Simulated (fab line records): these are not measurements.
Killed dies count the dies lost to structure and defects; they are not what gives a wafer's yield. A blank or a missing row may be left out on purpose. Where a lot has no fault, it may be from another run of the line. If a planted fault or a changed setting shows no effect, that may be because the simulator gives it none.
fab line records	flow n5_finfet
record: lots: 7	wafers: 21
route steps=1938 shown BEOL_M8@1332 BEOL_M9@1401 BEOL_M11@1539 BEOL_M13@1693 BEOL_M14@1716
start_h: hours from the record's opening day to when the first of the lot's shown wafers began	wait_h: hours from the lot's prior step to this one	" same as the row above	L1.1+2: one row covering several wafers at once	- no value present, or no start provided	* or withheld: withheld	< > ~ a bound
route shown NAME@n: NAME is a module with steps in the file, n the number in the route of the first one	usual: average and standard deviation across the fault-free wafers	same: alike in all rows	chamber/n: place in a boat	sites: per-site readings	_std_site: standard deviation across them	_edge_site: outer sites' mean less inner sites'	radius_mm: for every site, how far away it sits from the centre of the wafer	mask NAME#n: copy n	behind: the most recent tool/chamber to have shaped the wafer	hold: what put the lot on hold/how long, in hours/how the hold closed	device: whichever transistor did not switch (one of n, p or np)	end of line: the same wafers' tests at the end of the route	a step given without rows: its recipe and nothing more	killed: at the first sort, the dies lost to defects and structure; wafer yield is something else	map: the dies of a wafer, with x for killed, . for not killed, _ for no die there
set.NAME: the setting as run; set.NAME@STEP: as run at that earlier step	model.NAME: the simulator's own value behind a step, which no gauge read
lots run with intentionally changed settings; tables by step, rows by wafer
== steps ==
step: N5_BEOL_M8_ILD_DEP_00
recipe: material: SiCOH_lowk	target_thk_a: 1797.5	temp_c: 300	precursor: DEMS/porogen	pressure_torr: 5	rf_w: 500	time_s: 33.4
lot.wafer	tool	chamber	start_h	wait_h	set.time_s	model.SiCOH_lowk_of_BEOL_M8_ILD_DEP_00.thk_nm
L075.2	pecvd-02	0	229.64	0.0	33.4	181.8
L075.3	"	2	"	"	31.44	166.6
L075.6	"	2	"	"	31.44	170.6
L079.2	pecvd-02	0	239.52	0.0	37.04	199.4
L079.5	"	0	"	"	37.04	202
L079.6	"	2	"	"	33.4	180
L078.2	pecvd-03	0	240.82	0.0	33.4	179.2
L078.3	"	2	"	"	33.4	179.6
L078.6	"	2	"	"	33.4	181.6
L083.1	pecvd-01	2	267.06	0.0	33.4	179.6
L083.4	"	1	"	"	33.4	183
L083.6	"	2	"	"	33.4	181.2
L082.1	pecvd-01	1	272.99	0.0	30.49	161.4
L082.5	"	2	"	"	30.49	164.2
L082.6	"	1	"	"	33.4	181.2
L087.1	pecvd-02	0	294.10	0.0	33.4	183.2
L087.4	"	1	"	"	33.4	181.4
L087.5	"	2	"	"	36.57	198.8
L088.2	pecvd-03	1	295.24	0.0	33.4	179
L088.5	"	0	"	"	33.4	181.6
L088.6	"	2	"	"	33.4	182.4
step: N5_BEOL_M8_CURE_74
recipe: temp_c: 385	time_s: 240	ambient: He/Ar	material: SiCOH_lowk
lot.wafer	tool	chamber	start_h	wait_h	set.time_s@BEOL_M8_ILD_DEP_00	model.SiCOH_lowk_of_BEOL_M8_ILD_DEP_00.thk_nm
L075.2	uv_cure-03	0	229.79	0.1	33.4	156.8
L075.3	"	0	"	"	31.44	143.6
L075.6	"	0	"	"	31.44	147
L079.2	uv_cure-02	2	239.68	0.1	37.04	172
L079.5	"	2	"	"	37.04	174.4
L079.6	"	2	"	"	33.4	155.2
L078.2	uv_cure-03	1	240.97	0.1	33.4	154.6
L078.3	"	1	"	"	33.4	155
L078.6	"	1	"	"	33.4	156.6
L083.1	uv_cure-01	1	267.39	0.3	33.4	155
L083.4	"	1	"	"	33.4	157.8
L083.6	"	1	"	"	33.4	156.2
L082.1	uv_cure-02	2	273.05	0.0	30.49	139
L082.5	"	2	"	"	30.49	141.4
L082.6	"	2	"	"	33.4	156.2
L087.1	uv_cure-02	2	294.16	0.0	33.4	158
L087.4	"	2	"	"	33.4	156.4
L087.5	"	2	"	"	36.57	171.6
L088.2	uv_cure-01	1	295.38	0.1	33.4	154.4
L088.5	"	1	"	"	33.4	156.6
L088.6	"	1	"	"	33.4	157.4
step: N5_BEOL_M8_THK_MEAS_01
recipe: reads: SiCOH_lowk_of_BEOL_M8_ILD_DEP_00
usual: M8_ILD_THK: 156.2/2.3
lot.wafer	tool	chamber	start_h	wait_h	set.time_s@BEOL_M8_ILD_DEP_00	M8_ILD_THK[nm]
L075.2	film_metro-02	-	230.22	0.4	33.4	156.9
L075.3	"	-	"	"	31.44	143.4
L075.6	"	-	"	"	31.44	146.9
L079.2	film_metro-01	-	240.12	0.4	37.04	172.1
L079.5	"	-	"	"	37.04	174.4
L079.6	"	-	"	"	33.4	155.2
L078.2	film_metro-01	-	241.40	0.4	33.4	154.6
L078.3	"	-	"	"	33.4	155.0
L078.6	"	-	"	"	33.4	156.8
L083.1	film_metro-02	-	267.91	0.4	33.4	154.9
L083.4	"	-	"	"	33.4	157.7
L083.6	"	-	"	"	33.4	156.3
L082.1	film_metro-02	-	273.56	0.4	30.49	139.2
L082.5	"	-	"	"	30.49	141.5
L082.6	"	-	"	"	33.4	156.3
L087.1	film_metro-02	-	294.67	0.4	33.4	158.1
L087.4	"	-	"	"	33.4	156.6
L087.5	"	-	"	"	36.57	171.7
L088.2	film_metro-02	-	295.82	0.4	33.4	154.4
L088.5	"	-	"	"	33.4	156.8
L088.6	"	-	"	"	33.4	157.4
step: N5_BEOL_M9_ILD_DEP_00
recipe: material: SiCOH_lowk	target_thk_a: 3085.1	temp_c: 300	precursor: DEMS/porogen	pressure_torr: 5	rf_w: 500	time_s: 58
lot.wafer	tool	chamber	start_h	wait_h	set.time_s	model.SiCOH_lowk_of_BEOL_M9_ILD_DEP_00.thk_nm
L075.2	pecvd-03	0	237.18	0.0	58	309
L075.3	"	1	"	"	58	309.8
L075.6	"	0	"	"	58	316.4
L079.2	pecvd-03	1	247.42	0.0	58	309
L079.5	"	1	"	"	50.93	274.2
L079.6	"	0	"	"	58	316.4
L078.2	pecvd-04	2	247.69	0.0	58	305
L078.3	"	1	"	"	60.66	323.2
L078.6	"	0	"	"	58	313.8
L083.1	pecvd-03	2	275.87	0.0	58	308.8
L083.4	"	2	"	"	58	308
L083.6	"	1	"	"	58	308.2
L082.1	pecvd-04	1	279.77	0.0	58	310
L082.5	"	0	"	"	51.95	282.2
L082.6	"	2	"	"	51.95	281.2
L087.1	pecvd-02	1	304.98	0.0	58	310.6
L087.4	"	2	"	"	65.35	346.8
L087.5	"	1	"	"	65.35	351.8
L088.2	pecvd-02	2	305.88	0.0	58	302.6
L088.5	"	1	"	"	58	315.6
L088.6	"	0	"	"	58	310.8
step: N5_BEOL_M9_CURE_71
recipe: temp_c: 385	time_s: 240	ambient: He/Ar	material: SiCOH_lowk
lot.wafer	tool	chamber	start_h	wait_h	set.time_s@BEOL_M9_ILD_DEP_00	model.SiCOH_lowk_of_BEOL_M9_ILD_DEP_00.thk_nm
L075.2	uv_cure-03	0	237.34	0.1	58	268.4
L075.3	"	0	"	"	58	269.2
L075.6	"	0	"	"	58	275
L079.2	uv_cure-02	1	247.58	0.1	58	268.4
L079.5	"	1	"	"	50.93	237.6
L079.6	"	1	"	"	58	274.8
L078.2	uv_cure-01	2	247.85	0.1	58	264.8
L078.3	"	2	"	"	60.66	281
L078.6	"	2	"	"	58	272.6
L083.1	uv_cure-01	0	275.95	0.0	58	268.2
L083.4	"	0	"	"	58	267.4
L083.6	"	0	"	"	58	267.8
L082.1	uv_cure-02	2	279.85	0.0	58	269.2
L082.5	"	2	"	"	51.95	244.8
L082.6	"	2	"	"	51.95	243.8
L087.1	uv_cure-03	2	305.06	0.0	58	269.8
L087.4	"	2	"	"	65.35	302
L087.5	"	2	"	"	65.35	306.4
L088.2	uv_cure-02	2	306.34	0.4	58	262.8
L088.5	"	2	"	"	58	274.2
L088.6	"	2	"	"	58	270
step: N5_BEOL_M9_THK_MEAS_01
recipe: reads: SiCOH_lowk_of_BEOL_M9_ILD_DEP_00
usual: M9_ILD_THK: 270/3.8
lot.wafer	tool	chamber	start_h	wait_h	set.time_s@BEOL_M9_ILD_DEP_00	M9_ILD_THK[nm]
L075.2	film_metro-01	-	237.77	0.4	58	268
L075.3	"	-	"	"	58	269
L075.6	"	-	"	"	58	275
L079.2	film_metro-02	-	248.02	0.4	58	269
L079.5	"	-	"	"	50.93	238
L079.6	"	-	"	"	58	275
L078.2	film_metro-01	-	248.29	0.4	58	265
L078.3	"	-	"	"	60.66	281
L078.6	"	-	"	"	58	273
L083.1	film_metro-01	-	276.47	0.4	58	268
L083.4	"	-	"	"	58	268
L083.6	"	-	"	"	58	268
L082.1	film_metro-01	-	280.36	0.4	58	269
L082.5	"	-	"	"	51.95	245
L082.6	"	-	"	"	51.95	244
L087.1	film_metro-01	-	305.57	0.4	58	270
L087.4	"	-	"	"	65.35	302
L087.5	"	-	"	"	65.35	307
L088.2	film_metro-02	-	306.77	0.4	58	263
L088.5	"	-	"	"	58	274
L088.6	"	-	"	"	58	270
step: N5_BEOL_M9_COAT_05
recipe: resist: CAR-ArF	spin_rpm: 1500	resist_thk_nm: 90
lot.wafer	tool	chamber	start_h	wait_h	set.spin_rpm	model.CAR-ArF_of_BEOL_M9_COAT_05.thk_nm
L075.2	litho_track-02	0	-	-	1500	90.2
L075.3	"	0	"	"	1500	90
L075.6	"	0	"	"	1500	89.8
L079.2	litho_track-05	0	-	-	1500	90
L079.5	"	0	"	"	1500	89.8
L079.6	"	0	"	"	1500	89.4
L078.2	litho_track-03	0	-	-	1500	90
L078.3	"	0	"	"	1500	89.8
L078.6	"	0	"	"	1500	90.2
L083.1+4+6	litho_track-05	0	-	-	1500	89.8
L082.1	litho_track-05	0	-	-	1338	95.2
L082.5	"	0	"	"	1338	95.6
L082.6	"	0	"	"	1500	90.2
L087.1+4	litho_track-03	0	-	-	1500	90.2
L087.5	"	0	"	"	1386	93.8
L088.2	litho_track-03	0	-	-	1500	90
L088.5	"	0	"	"	1500	90.2
L088.6	"	0	"	"	1389	93.4
step: N5_BEOL_M9_ETCH_66
recipe: chemistry: N2/H2	target: SOC	target_depth_a: 800	overetch_a: 160	mask_material: SiARC	temp_c: 40	time_s: 120	ion_energy_ev: 200	pressure_mtorr: 30	source_w: 840	bias_w: 150	n2_flow_sccm: 200	h2_flow_sccm: 200
lot.wafer	tool	chamber	start_h	wait_h	set.time_s	model.SiARC_of_BEOL_M9_COAT_64.thk_nm
L075.2	rie_diel-04	2	240.80	0.0	112.8	7.2
L075.3	"	0	"	"	112.8	6.6
L075.6	"	0	"	"	120	6.2
L079.2+6	rie_diel-01	0	254.11	0.0	120	6.2
L079.5	"	2	"	"	120	6.4
L078.2	rie_diel-04	3	254.97	0.0	108.4	7
L078.3	"	0	"	"	108.4	6.8
L078.6	"	2	"	"	120	6.8
L083.1	rie_diel-04	3	282.41	0.0	120	6.4
L083.4+6	"	0	"	"	120	6.2
L082.1	rie_diel-04	0	286.07	0.0	138.2	5.2
L082.5	"	2	"	"	120	6.8
L082.6	"	1	"	"	138.2	5.4
L087.1	rie_diel-01	2	309.89	0.0	120	6.4
L087.4	"	0	"	"	144.5	5
L087.5	"	2	"	"	144.5	5.2
L088.2	rie_diel-04	0	312.30	0.0	120	6.2
L088.5	"	3	"	"	120	6.4
L088.6	"	0	"	"	98.68	7.2
step: N5_BEOL_M11_PECVD_70
recipe: material: SiO2	target_thk_a: 200	temp_c: 400	precursor: TEOS/O2	pressure_torr: 5.5	rf_w: 450	teos_flow_sccm: 53.8	gas: O2	flow_sccm: 3000	time_s: 22.7
lot.wafer	tool	chamber	start_h	wait_h	set.temp_c	model.SiO2_of_BEOL_M11_PECVD_70.thk_nm
L075.2	pecvd-02	1	257.17	0.0	400	20.2
L075.3	"	2	"	"	400	19.4
L075.6	"	2	"	"	400	19.8
L079.2	pecvd-01	1	267.39	0.0	400	20
L079.5	"	2	"	"	415.7	17.6
L079.6	"	0	"	"	415.7	18
L078.2+3	pecvd-04	1,2	268.17	0.0	400	20.2
L078.6	"	0	"	"	386.8	22.2
L083.1	pecvd-04	1	294.84	0.0	400	19.8
L083.4	"	2	"	"	400	20
L083.6	"	0	"	"	400	20.4
L082.1+6	pecvd-02	0	297.58	0.0	400	20
L082.5	"	1	"	"	400	20.2
L087.1	pecvd-01	1	321.36	0.0	411.8	18
L087.4	"	0	"	"	400	20.2
L087.5	"	2	"	"	411.8	18.4
L088.2	pecvd-04	0	324.76	0.0	400	19.6
L088.5+6	"	1,0	"	"	400	20
step: N5_BEOL_M11_HM_DEP_02
recipe: material: TiN	target_thk_a: 200	temp_c: 25	chamber_pressure_pa: 0.49996
lot.wafer	tool	chamber	start_h	wait_h	set.target_thk_a	model.TiN_of_BEOL_M11_HM_DEP_02.thk_nm
L075.2	pvd_sputter-01	-	259.05	1.9	200	19.8
L075.3	"	-	"	"	181.3	17.6
L075.6	"	-	"	"	181.3	18
L079.2+6	pvd_sputter-03	-	267.45	0.0	200	19.8
L079.5	"	-	"	"	226.1	22.8
L078.2	pvd_sputter-02	-	269.75	1.6	200	20
L078.3	"	-	"	"	190.7	18.6
L078.6	"	-	"	"	200	20.2
L083.1	pvd_sputter-02	-	296.16	1.3	200	20.6
L083.4	"	-	"	"	200	20.2
L083.6	"	-	"	"	200	20.4
L082.1	pvd_sputter-01	-	300.81	3.2	183.6	17.8
L082.5	"	-	"	"	183.6	18
L082.6	"	-	"	"	183.6	18.4
L087.1+4	pvd_sputter-03	-	322.60	1.2	200	20.2
L087.5	"	-	"	"	200	19.8
L088.2	pvd_sputter-02	-	328.85	4.1	200	20
L088.5	"	-	"	"	200	20.2
L088.6	"	-	"	"	200	20.8
step: N5_BEOL_M11_COAT_59
recipe: resist: SOC	temp_c: 250	time_s: 60	spin_rpm: 1500	resist_thk_nm: 100
step: N5_BEOL_M11_COAT_60
recipe: resist: SiARC	temp_c: 220	time_s: 60	spin_rpm: 1500	resist_thk_nm: 30
step: N5_BEOL_M11_STRIP_68
recipe: chemistry: N2/H2	temp_c: 40	n2_flow_sccm: 200	h2_flow_sccm: 200	rf_frequency_hz: 6e+07
step: N5_BEOL_M11_STRIP_67
recipe: chemistry: CF4	resist: SiARC	power_w: 300	bias_power_w: 75	pressure_mtorr: 50	cf4_flow_sccm: 150	rf_frequency_hz: 6e+07
step: N5_BEOL_M11_HM_OPEN_17
recipe: chemistry: Cl2/BCl3	target_depth_a: 200	overetch_a: 60	target: TiN	mask_material: SOC	ion_energy_ev: 150	pressure_mtorr: 10	icp_w: 1000	bias_w: 126	Cl2_flow_sccm: 53.25	bcl3_flow_sccm: 21.75	Ar_flow_sccm: 25
lot.wafer	tool	chamber	start_h	wait_h	set.target_thk_a@BEOL_M11_HM_DEP_02	model.etch.depth_nm
L075.2	rie_metal-02	1	260.63	0.0	200	19.72
L075.3	"	0	"	"	181.3	17.59
L075.6	"	1	"	"	181.3	17.99
L079.2	rie_metal-03	0	268.69	0.0	200	19.71
L079.5	"	1	"	"	226.1	22.75
L079.6	"	0	"	"	200	19.73
L078.2	rie_metal-03	0	271.45	0.0	200	20.06
L078.3	"	0	"	"	190.7	18.65
L078.6	"	1	"	"	200	20.17
L083.1	rie_metal-01	1	297.01	0.0	200	20.51
L083.4	"	1	"	"	200	20.29
L083.6	"	0	"	"	200	20.45
L082.1	rie_metal-01	0	303.00	0.0	183.6	17.83
L082.5	"	1	"	"	183.6	17.92
L082.6	"	0	"	"	183.6	18.46
L087.1	rie_metal-03	0	323.46	0.0	200	20.26
L087.4	"	0	"	"	200	20.21
L087.5	"	1	"	"	200	19.86
L088.2	rie_metal-01	1	330.70	0.0	200	20.06
L088.5	"	0	"	"	200	20.13
L088.6	"	1	"	"	200	20.72
step: N5_BEOL_M13_ETCH_67
recipe: chemistry: CF4	target: SiARC	target_depth_a: 1430	time_s: 238.3	ion_energy_ev: 80	pressure_mtorr: 40	source_w: 545	bias_w: 36	Ar_flow_sccm: 100	cf4_flow_sccm: 100	ends: cleared
usual: rf_vpp_V: 184.1/1.2
lot.wafer	tool	chamber	start_h	wait_h	set.bias_w	rf_vpp_V
L075.2	rie_diel-03	2	273.86	0.0	36	183.9
L075.3	"	0	"	"	36	185.4
L075.6	"	1	"	"	36	183.2
L079.2	rie_diel-01	3	281.08	0.0	42.14	205.2
L079.5	"	3	"	"	42.14	203.4
L079.6	"	2	"	"	36	184.1
L078.2	rie_diel-04	2	287.39	0.0	36	182.6
L078.3	"	0	"	"	38.81	192.0
L078.6	"	0	"	"	38.81	193.4
L083.1	rie_diel-01	3	313.74	0.0	36	184.6
L083.4	"	2	"	"	36	184.3
L083.6	"	2	"	"	36	183.4
L082.1	rie_diel-04	0	314.27	0.0	29.81	163.6
L082.5	"	3	"	"	36	182.3
L082.6	"	0	"	"	36	184.3
L087.1	rie_diel-04	1	344.13	0.0	33.93	175.2
L087.4	"	2	"	"	36	184.2
L087.5	"	3	"	"	36	183.5
L088.2	rie_diel-03	2	344.37	0.0	36	184.4
L088.5	"	1	"	"	36	183.6
L088.6	"	2	"	"	36	184.4
step: N5_BEOL_M14_ILD_DEP_00
recipe: material: SiO2	target_thk_a: 11193	temp_c: 400	precursor: TEOS/O2	pressure_torr: 6.5	rf_w: 900	teos_flow_sccm: 161.4	gas: O2	flow_sccm: 2650	time_s: 237.4
lot.wafer	tool	chamber	start_h	wait_h	set.time_s	model.SiO2_of_BEOL_M14_ILD_DEP_00.thk_nm
L075.2	pecvd-03	0	276.88	0.0	208	976.8
L075.3	"	2	"	"	237.4	1143
L075.6	"	0	"	"	237.4	1126
L079.2	pecvd-04	1	286.43	0.0	271.7	1260
L079.5	"	0	"	"	237.4	1129
L079.6	"	1	"	"	237.4	1112
L078.2	pecvd-03	1	291.84	0.0	262.5	1254
L078.3	"	2	"	"	237.4	1138
L078.6	"	0	"	"	237.4	1129
L083.1	pecvd-03	1	315.94	0.0	237.4	1101
L083.4	"	0	"	"	237.4	1121
L083.6	"	1	"	"	237.4	1107
L082.1	pecvd-04	2	320.44	0.0	237.4	1126
L082.5	"	2	"	"	237.4	1133
L082.6	"	0	"	"	251.6	1186
L088.2	pecvd-04	2	347.70	0.0	208.9	972.8
L088.5	"	1	"	"	237.4	1138
L088.6	"	0	"	"	237.4	1120
L087.1	pecvd-03	1	349.70	0.0	237.4	1114
L087.4	"	2	"	"	237.4	1131
L087.5	"	0	"	"	266.9	1262
step: N5_BEOL_M14_THK_MEAS_01
recipe: reads: SiO2_of_BEOL_M14_ILD_DEP_00
usual: M14_ILD_THK: 1117/17
lot.wafer	tool	chamber	start_h	wait_h	set.time_s@BEOL_M14_ILD_DEP_00	M14_ILD_THK[nm]
L075.2	film_metro-02	-	277.07	0.1	208	976
L075.3	"	-	"	"	237.4	1142
L075.6	"	-	"	"	237.4	1125
L079.2	film_metro-01	-	286.62	0.1	271.7	1260
L079.5	"	-	"	"	237.4	1130
L079.6	"	-	"	"	237.4	1112
L078.2	film_metro-02	-	292.03	0.1	262.5	1254
L078.3	"	-	"	"	237.4	1138
L078.6	"	-	"	"	237.4	1129
L083.1	film_metro-01	-	316.13	0.1	237.4	1102
L083.4	"	-	"	"	237.4	1121
L083.6	"	-	"	"	237.4	1106
L082.1	film_metro-02	-	320.63	0.1	237.4	1124
L082.5	"	-	"	"	237.4	1133
L082.6	"	-	"	"	251.6	1186
L088.2	film_metro-01	-	347.91	0.1	208.9	973
L088.5	"	-	"	"	237.4	1138
L088.6	"	-	"	"	237.4	1121
L087.1	film_metro-02	-	349.89	0.1	237.4	1113
L087.4	"	-	"	"	237.4	1131
L087.5	"	-	"	"	266.9	1261
== key ==
split: step: N5_BEOL_M8_ILD_DEP_00	setting: time_s	stated: 33.4	by: wafer
response: step: N5_BEOL_M8_ILD_DEP_00	reading: model.SiCOH_lowk_of_BEOL_M8_ILD_DEP_00.thk_nm	change: +1.94	per: 1%	r: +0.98
response: step: N5_BEOL_M8_CURE_74	reading: model.SiCOH_lowk_of_BEOL_M8_ILD_DEP_00.thk_nm	change: +1.69	per: 1%	r: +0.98
response: step: N5_BEOL_M8_THK_MEAS_01	reading: M8_ILD_THK	change: +1.69	per: 1%	r: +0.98
split: step: N5_BEOL_M9_ILD_DEP_00	setting: time_s	stated: 58	by: wafer
response: step: N5_BEOL_M9_ILD_DEP_00	reading: model.SiCOH_lowk_of_BEOL_M9_ILD_DEP_00.thk_nm	change: +3	per: 1%	r: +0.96
response: step: N5_BEOL_M9_CURE_71	reading: model.SiCOH_lowk_of_BEOL_M9_ILD_DEP_00.thk_nm	change: +2.66	per: 1%	r: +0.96
response: step: N5_BEOL_M9_THK_MEAS_01	reading: M9_ILD_THK	change: +2.65	per: 1%	r: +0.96
split: step: N5_BEOL_M9_COAT_05	setting: spin_rpm	stated: 1500	by: wafer
response: step: N5_BEOL_M9_COAT_05	reading: model.CAR-ArF_of_BEOL_M9_COAT_05.thk_nm	change: -0.471	per: 1%	r: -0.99
split: step: N5_BEOL_M9_ETCH_66	setting: time_s	stated: 120	by: wafer
response: step: N5_BEOL_M9_ETCH_66	reading: model.SiARC_of_BEOL_M9_COAT_64.thk_nm	change: -0.0645	per: 1%	r: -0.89
split: step: N5_BEOL_M11_PECVD_70	setting: temp_c	stated: 400	by: wafer
response: step: N5_BEOL_M11_PECVD_70	reading: model.SiO2_of_BEOL_M11_PECVD_70.thk_nm	change: -0.604	per: 1%	r: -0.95
split: step: N5_BEOL_M11_HM_DEP_02	setting: target_thk_a	stated: 200	by: wafer
response: step: N5_BEOL_M11_HM_DEP_02	reading: model.TiN_of_BEOL_M11_HM_DEP_02.thk_nm	change: +0.232	per: 1%	r: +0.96
response: step: N5_BEOL_M11_HM_OPEN_17	reading: model.etch.depth_nm	change: +0.23	per: 1%	r: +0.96
split: step: N5_BEOL_M13_ETCH_67	setting: bias_w	stated: 36	by: wafer
response: step: N5_BEOL_M13_ETCH_67	reading: rf_vpp_V	change: +1.19	per: 1%	r: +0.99
split: step: N5_BEOL_M14_ILD_DEP_00	setting: time_s	stated: 237.4	by: wafer
response: step: N5_BEOL_M14_ILD_DEP_00	reading: model.SiO2_of_BEOL_M14_ILD_DEP_00.thk_nm	change: +11.4	per: 1%	r: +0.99
response: step: N5_BEOL_M14_THK_MEAS_01	reading: M14_ILD_THK	change: +11.4	per: 1%	r: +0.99
